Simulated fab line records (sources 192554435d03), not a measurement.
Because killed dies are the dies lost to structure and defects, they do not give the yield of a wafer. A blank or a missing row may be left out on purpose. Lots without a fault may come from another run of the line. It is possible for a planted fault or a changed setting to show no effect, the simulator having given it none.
Comparing a struck lot with a sound one + flow n5 finfet + 37 steps out of a route of 1938
Sound: wafers L140.1, L140.4, L140.6. Struck: wafer L149.2 (L149.4, L149.5, from the same lot, were not struck and are left out); the cause is given at the end.
Each step with rows lists, per side, the tool, then ch with its chambers, then its first start. Under that, the readings that differ: sound wafers + struck wafers + difference of the means + sigmas: that difference in standard deviations of wafers without a fault.
alike: same words and numbers on both sides, and readings whose means sit less than 2 such deviations apart. not compared: any withheld reading, any reading some wafer has no value for, any bound like >300 that may hide the same value, and any number with overlapping values for which the record gives no deviation.
Wherever a step has rows on one side only, a row that says differs or no value, or a row with sigmas, the two part there. Numbers that don't overlap but have no deviation are shown without sigmas and don't part them. Lack of a reading on every wafer of one side parts them only where that side has two or more wafers.

first, 9 steps without rows for these wafers: N5_MOL_CONTACT_COAG_COAT_02 (resist thk 30 nm); N5_MOL_CONTACT_COAG_EBR_04; N5_MOL_CONTACT_COAG_SOFTBAKE_03 (time 60 s); N5_MOL_CONTACT_COAG_EXPOSE_05 (exposes mask CA, defocus 0 nm); N5_MOL_CONTACT_COAG_PEB_06 (peb time 60 s); N5_MOL_CONTACT_COAG_DEVELOP_07 (develop time 30 s); N5_MOL_CONTACT_COAG_DESCUM_13 (chemistry O2, time 7 s); N5_MOL_CONTACT_COAG_ETCH_59 (etches underlayer in N2/H2, target depth 13 nm, time 10.4 s); N5_MOL_CONTACT_COAG_ETCH_105 (etches SiARC in CF4, target depth 15.6 nm, time 26 s).
N5_MOL_CONTACT_COAG_ETCH_106: etches SOC in N2/H2, target depth 80 nm, overetch 16 nm, time 120 s.
  sound on rie diel-05 ch 1,2, day 6 10:28; struck on rie diel-05 ch 0, day 8 16:20
| reading                                              | sound             | struck | difference | sigmas |
|------------------------------------------------------|-------------------|--------|------------|--------|
| throttle valve pct (%)                               | 17.44 17.60 17.59 | 18.06  | +0.52      | +2     |
| model.SiARC_of_MOL_CONTACT_COAG_COAT_104.thk nm (nm) | 6.4 6.4 6.4       | 2.8    | -3.6       |        |
| model.MOL_CONTACT_COAG.cd offset nm (nm)             | -0.2 0 0          | 1.8    | +1.9       |        |
  alike: drypump motor current A, n2 flow sccm, oes product au, rf vpp V, showerhead plenum p Torr
  not compared: rf hours counter h
then, 5 steps without rows for these wafers: N5_MOL_CONTACT_COAG_STRIP_107 (strips in N2/H2); N5_MOL_CONTACT_COAG_STRIP_108 (strips in N2/H2); N5_MOL_CONTACT_COAG_CONTACT_ETCH_14 (etches SiO2 in C4F6/O2, target depth 27.5 nm, overetch 8.5 nm, time 20 s); N5_MOL_CONTACT_COAG_STRIP_109 (strips in C4F6/O2); N5_MOL_CONTACT_COAG_ETCH_15 (etches SiNx in CH3F/O2, stops on Si:P, target depth 7 nm).
N5_MOL_CONTACT_COAG_ETCH_110: etches Si in CF4/O2, target depth 2.5 nm, time 8 s.
  sound on rie diel-05 ch 1,2, day 6 10:40; struck on rie diel-05 ch 0, day 8 16:32
| reading                                  | sound    | struck | difference | sigmas |
|------------------------------------------|----------|--------|------------|--------|
| model.MOL_CONTACT_COAG.cd offset nm (nm) | 0 0 -0.2 | 1.8    | +1.9       |        |
  alike: drypump motor current A, oes product au, rf vpp V, showerhead plenum p Torr, throttle valve pct
  not compared: rf hours counter h
then, 1 step without rows for these wafers: N5_MOL_CONTACT_COAG_STRIP_98 (strips in N2/H2).
N5_MOL_CONTACT_COAG_CD_MEAS_99 targets a cd of 17.2 nm.
  sound on cd sem-01 at day 6 10:47; struck on cd sem-01 at day 8 16:40
| reading    | sound          | struck | difference | sigmas |
|------------|----------------|--------|------------|--------|
| cd nm (nm) | 17.4 17.3 17.1 | 18.9   | +1.6       | +5     |
then, 18 steps without rows for these wafers: N5_MOL_CONTACT_COAG_IMPLANT_129; N5_MOL_CONTACT_COAG_PRECLEAN_111 (cleans in NF3:NH3, afs cycles 1, time 20 s, sublimation time 60 s); N5_MOL_CONTACT_COAG_TI_SIL_19 (material Ti, target thk 4.2 nm, time 15 s); N5_MOL_CONTACT_COAG_ALD_20 (deposits TiN, target thk 1.5 nm, pulse time 1 s, purge time 3 s); N5_MOL_CONTACT_COAG_SIL_ANNEAL_21 (time 60 s); N5_MOL_CONTACT_COAG_PRE_CLEAN_141 (time 60 s); N5_MOL_CONTACT_COAG_SPUTTER_143 (material Co, target thk 2.5 nm); N5_MOL_CONTACT_COAG_CO_FILL_22 (material Co, precursor CCTBA/H2, target thk 20 nm); N5_MOL_CONTACT_COAG_ANNEAL_113 (time 300 s); N5_MOL_CONTACT_COAG_PRE_CLEAN_142 (time 60 s); N5_MOL_CONTACT_COAG_SPUTTER_130 (material Co, target thk 47.5 nm); N5_MOL_CONTACT_COAG_PRECLEAN_125 (cleans in DIW, time 57.5 s); N5_MOL_CONTACT_COAG_SRD_126 (dry time 32 s); N5_MOL_CONTACT_COAG_CMP_23 (polishes, stops on SiO2, t overpolish 1.5 s, target thk 0 nm); N5_MOL_CONTACT_COAG_WET_ETCH_26 (target Co, target depth 13 nm); N5_MOL_CONTACT_COAG_WET_ETCH_116 (etches the open film in SC1-inhibited, target depth 4.6 nm, rinse time 30 s); N5_MOL_CONTACT_COAG_ALD_27 (deposits SiOC, target thk 17 nm, pulse time 1.5 s, time 2720 s); N5_MOL_CONTACT_COAG_CMP_28 (polishes, stops on SiNx, t overpolish 0.85 s, target thk 14.522 nm).
-- record jumps: 4 days separate the struck wafers' starts on either side; left off in module MOL_CONTACT_COAG, taken up again in module BEOL_M4, whose first shown step is the route's number 1111 --
N5_BEOL_M4_RC_MEAS_101:
  sound on prober-02 ch 0, day 10 18:22; struck on prober-01 ch 0, day 13 01:47
| reading             | sound             | struck | difference | sigmas |
|---------------------|-------------------|--------|------------|--------|
| RC_DENSE_N (ohm.um) | 19.3 19.0 19.2    | 16.9   | -2.3       | -6     |
| RC_DENSE_P (ohm.um) | 24.1 23.3 23.7    | 20.6   | -3.1       | -6     |
| RC_N (ohm.um)       | 15.79 15.51 15.45 | 13.76  | -1.82      | -6     |
| RC_P (ohm.um)       | 19.5 19.2 19.0    | 17.2   | -2.0       | -6     |
  alike: DIBL_N, DIBL_P, IOFF_N, IOFF_P, ION_N, ION_P, SS_N, SS_P, VT_N, VT_P

WHERE THEY PART
First at N5_MOL_CONTACT_COAG_ETCH_106; last, within this record, at N5_BEOL_M4_RC_MEAS_101.

WHY: what had been put in by the simulator
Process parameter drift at N5_MOL_CONTACT_COAG_ETCH_106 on rie diel-05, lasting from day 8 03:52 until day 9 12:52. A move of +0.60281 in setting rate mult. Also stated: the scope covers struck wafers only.
